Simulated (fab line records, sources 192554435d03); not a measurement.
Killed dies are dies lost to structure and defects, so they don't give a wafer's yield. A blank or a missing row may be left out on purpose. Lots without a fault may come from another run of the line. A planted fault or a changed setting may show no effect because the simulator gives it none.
Split-lot experiment | flow n5_finfet | 7 lots, 39 wafers read, on a route of 1938 steps

THE SPLIT
At N5_BEOL_M5_TRENCH_ETCH_37 (etches SiCOH lowk in C4F6/O2, target depth 71.652 nm, time 24.7 s), the setting time_s was moved away from the recipe's 24.7 s on 15 of the 39 wafers read, by -19.2% to +49.8%. The other wafers ran this setting at the recipe's value.

FROM THE SPLIT TO THE READING: what the file shows between them, 8 steps
- N5_BEOL_M5_ETCH_41: etches SiCN in CH3F/O2, target depth 31.5 nm, time 56.7 s
- N5_BEOL_M5_STRIP_91: strips in N2/H2, time 10 s
- N5_BEOL_M5_OCD_MEAS_38
- N5_BEOL_M5_HM_STRIP_39: strips TiN in peroxide tin strip, target depth 25 nm, time 158 s
- N5_BEOL_M5_SRD_40: time 30 s
- N5_BEOL_M5_ECD_50: material Cu, target thk 300 nm
- N5_BEOL_M5_ANNEAL_51: time 90 s
- N5_BEOL_M5_CMP_52: polishes, stops on SiCOH lowk, t overpolish 6.9 s, target thk 62 nm

THE READING
M5_THK, in nm, at N5_BEOL_M5_THK_MEAS_53 (measures by xrf). Fault-free wafers of this fab line usually give 62.0 nm, standard deviation 1.7 nm.

wafer  | tool, chamber at the split | time_s as run, s | against the recipe | M5_THK, nm | against lot-mates on the recipe
L074.1 | rie_diel-06, 3             | 37.01            | +49.8%             | 98.4       | +35.3
L074.2 | rie_diel-06, 0             | 24.7             | recipe             | 63.2       | -
L074.3 | rie_diel-06, 2             | 24.7             | recipe             | 61.5       | -
L074.4 | rie_diel-06, 1             | 37.01            | +49.8%             | 98.4       | +35.3
L074.5 | rie_diel-06, 2             | 37.01            | +49.8%             | 97.1       | +34.0
L074.6 | rie_diel-06, 3             | 24.7             | recipe             | 64.7       | -
L075.1 | rie_diel-02, 3             | 24.7             | recipe             | 65.6       | -
L075.2 | rie_diel-02, 2             | 29.9             | +21.1%             | 81.5       | +16.4
L075.3 | rie_diel-02, 0             | 29.9             | +21.1%             | 79.3       | +14.2
L075.4 | rie_diel-02, 1             | 24.7             | recipe             | 64.3       | -
L075.5 | rie_diel-02, 1             | 24.7             | recipe             | 65.5       | -
L075.6 | rie_diel-02, 0             | 29.9             | +21.1%             | 79.9       | +14.8
L082.1 | rie_diel-06, 3             | 24.7             | recipe             | 61.0       | -
L082.2 | rie_diel-06, 0             | 35.64            | +44.3%             | 91.0       | +29.9
L082.3 | rie_diel-06, 1             | 35.64            | +44.3%             | 92.6       | +31.5
L082.4 | rie_diel-06, 1             | 24.7             | recipe             | 61.3       | -
L082.5 | rie_diel-06, 3             | 35.64            | +44.3%             | 92.2       | +31.1
L082.6 | rie_diel-06, 0             | 24.7             | recipe             | 61.1       | -
L087.1 | rie_diel-05, 0             | 24.7             | recipe             | 61.8       | -
L087.2 | rie_diel-05, 3             | 19.96            | -19.2%             | 48.1       | -13.7
L087.3 | rie_diel-05, 1             | 19.96            | -19.2%             | 47.1       | -14.7
L087.4 | rie_diel-05, 2             | 24.7             | recipe             | 62.0       | -
L087.5 | rie_diel-05, 0             | 24.7             | recipe             | 61.6       | -
L087.6 | rie_diel-05, 3             | 19.96            | -19.2%             | 47.1       | -14.7
L089.3 | rie_diel-02, 1             | 24.7             | recipe             | 63.8       | -
L089.4 | rie_diel-02, 2             | 24.7             | recipe             | 65.3       | -
L089.6 | rie_diel-02, 3             | 24.7             | recipe             | 64.5       | -
L088.1 | rie_diel-06, 1             | 24.7             | recipe             | 63.7       | -
L088.2 | rie_diel-06, 0             | 24.7             | recipe             | 66.0       | -
L088.3 | rie_diel-06, 3             | 24.7             | recipe             | 63.0       | -
L088.4 | rie_diel-06, 2             | 24.7             | recipe             | 65.7       | -
L088.5 | rie_diel-06, 1             | 24.7             | recipe             | 63.7       | -
L088.6 | rie_diel-06, 2             | 24.7             | recipe             | 65.1       | -
L090.1 | rie_diel-02, 3             | 24.7             | recipe             | 64.5       | -
L090.2 | rie_diel-02, 2             | 32.83            | +32.9%             | 90.8       | +26.9
L090.3 | rie_diel-02, 1             | 32.83            | +32.9%             | 88.0       | +24.1
L090.4 | rie_diel-02, 0             | 32.83            | +32.9%             | 84.9       | +21.0
L090.5 | rie_diel-02, 1             | 24.7             | recipe             | 64.0       | -
L090.6 | rie_diel-02, 0             | 24.7             | recipe             | 63.3       | -

THE FIT
A straight line over all 39 wafers: M5_THK changes by +0.704 nm for each +1% of time_s; r = +0.99; the points scatter about the line by 2 nm.
The same after taking each lot's own level away (the mean of its wafers on the recipe; 39 wafers): +0.709 nm for each +1%; r = +1.00; scatter 1.1 nm.
On that fit, the largest move of time_s shifts the reading by 35 nm.
The lots' own levels span 61.13 to 65.13 nm, that is 2.4 times the standard deviation above.
So the lot-to-lot level changes the slope little: the two slopes agree.
Check: with one of the wafers moved furthest among these (+49.8%) left out of the fit, the line predicts +35.2 nm for it against its lot-mates. It came out at +35.3 nm against them.

THE WHOLE CHAIN: every reading that the file lists as answering this split, in the file's order
step                      | what it does                                                        | reading                                                                          | change (the file's fit)                                                              | r (the file's)
N5_BEOL_M5_TRENCH_ETCH_37 | etches SiCOH lowk in C4F6/O2, target depth 71.652 nm, time 24.7 s   | etch.depth_nm (the simulator's own value, which no gauge read)                   | +0.715 nm for each +1% of the setting                                                | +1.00
N5_BEOL_M5_TRENCH_ETCH_37 | etches SiCOH lowk in C4F6/O2, target depth 71.652 nm, time 24.7 s   | BEOL_M5.feature_depth_nm (the simulator's own value, which no gauge read)        | +0.715 nm for each +1% of the setting                                                | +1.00
N5_BEOL_M5_TRENCH_ETCH_37 | etches SiCOH lowk in C4F6/O2, target depth 71.652 nm, time 24.7 s   | TiN_of_BEOL_M5_HM_DEP_02.thk_nm (the simulator's own value, which no gauge read) | -0.02 nm for each +1% of the setting                                                 | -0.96
N5_BEOL_M5_OCD_MEAS_38    |                                                                     | trench_depth_nm                                                                  | +0.718 nm for each +1% of the setting                                                | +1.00
N5_BEOL_M5_CMP_52         | polishes, stops on SiCOH lowk, t overpolish 6.9 s, target thk 62 nm | Cu_of_BEOL_M5_ECD_50.thk_nm (the simulator's own value, which no gauge read)     | +0.701 nm for each +1% of the setting                                                | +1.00
N5_BEOL_M5_THK_MEAS_53    | measures by xrf                                                     | M5_THK                                                                           | +0.707 for each +1% of the setting                                                   | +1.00
N5_BEOL_M5_RS_MEAS_57     | measures by four-point-probe                                        | M5_RS                                                                            | not straight: 0.550 at the lowest setting, 0.382 at the recipe, 0.228 at the highest | not given

THE FILE'S OWN FIT
M5_THK changes by +0.707 nm for each +1% of time_s, r = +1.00.
